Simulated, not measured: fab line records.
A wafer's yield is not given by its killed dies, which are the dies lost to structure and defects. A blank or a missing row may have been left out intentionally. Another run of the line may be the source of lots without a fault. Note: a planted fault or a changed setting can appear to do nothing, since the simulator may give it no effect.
One fault seen from 3 desks / flow n5Finfet / each desk holds nothing but its own numbers, with what lay behind them at the end

TOOL OWNER'S DESK, rieDiel-05
The tool's own readings at N5_GATE_CUT_DESCUM_18 (chemistry O2, time 7 s): means of the sampled wafers that have a number, for each lot that ran on this tool. Marked OUT: a lot whose mean sits more than 4 standard deviations from the usual mean, which makes it out of limits; the brackets give that distance.
Columns: A = drypumpMotorCurrentA at N5_GATE_CUT_DESCUM_18, usual 5.6 A; B = oesProductAu at N5_GATE_CUT_DESCUM_18, usual 0.81 a.u.; C = rfVppV at N5_GATE_CUT_DESCUM_18, usual 243.7 V; D = showerheadPlenumPTorr at N5_GATE_CUT_DESCUM_18, usual 2.14 Torr; E = throttleValvePct at N5_GATE_CUT_DESCUM_18, usual 20.26 %
lot=L798; first seen here=day 5 00:13; A=5.7; B=0.77; C=243.9; D=2.13; E=20.34
lot=L806; first seen here=day 7 04:17; A=5.6; B=0.93; C=242.8; D=2.13; E=20.11
lot=L809; first seen here=day 7 21:45; A=5.3; B=0.79; C=244.1; D=2.15; E=20.29
lot=L811; first seen here=day 8 08:15; A=5.7; B=0.90; C=244.2; D=2.13; E=19.96
Result from this desk: across the 4 lots, nothing is out of limits.

THE DEFECT DESK
Counts from the inspections along the route, per lot, as means over the sampled wafers that have a number. Marked OUT: a lot whose mean sits more than 4 standard deviations from the usual mean, which makes it out of limits; the brackets give that distance.
Columns: A = rawDefectCount at N5_GATE_CUT_INSPECT_15, usual 147
lot=L796; first seen here=day 4 11:51; A=129
lot=L798; first seen here=day 5 00:10; A=196
lot=L806; first seen here=day 7 04:14; A=160
lot=L809; first seen here=day 7 21:35; A=117
lot=L811; first seen here=day 8 08:13; A=164
lot=L812; first seen here=day 8 09:44; A=150
lot=L814; first seen here=day 9 05:11; A=132
Result from this desk: across the 7 lots, nothing is out of limits.

FROM THE METROLOGY DESK
What the gauges read, lot by lot, whatever tool the lot ran on: means of the sampled wafers that have a number. Marked OUT: a lot whose mean sits more than 4 standard deviations from the usual mean, which makes it out of limits; the brackets give that distance.
Columns: A = cdNm at N5_GATE_CUT_CD_MEAS_13, usual 20.13 nm; B = GATE_CUT_OVL at N5_GATE_CUT_OVL_MEAS_14, usual -0.4 nm
lot=L796; first seen here=day 4 11:46; A=20.11; B=0.1
lot=L798; first seen here=day 5 00:05; A=20.49; B=-0.3
lot=L806; first seen here=day 7 04:10; A=20.16; B=-1.0
lot=L809; first seen here=day 7 21:30; A=19.82; B=-1.2
lot=L811; first seen here=day 8 08:08; A=20.07; B=-0.8
lot=L812; first seen here=day 8 09:38; A=20.22; B=-0.7
lot=L814; first seen here=day 9 05:06; A=20.21; B=-0.3
Result from this desk: across the 7 lots, nothing is out of limits.

BROUGHT TOGETHER
The tool owner's desk saw nothing out of limits.
Nothing out of limits was seen by the defect desk.
Metrology desk: nothing out of limits seen.

WHAT THE SIMULATOR PUT IN
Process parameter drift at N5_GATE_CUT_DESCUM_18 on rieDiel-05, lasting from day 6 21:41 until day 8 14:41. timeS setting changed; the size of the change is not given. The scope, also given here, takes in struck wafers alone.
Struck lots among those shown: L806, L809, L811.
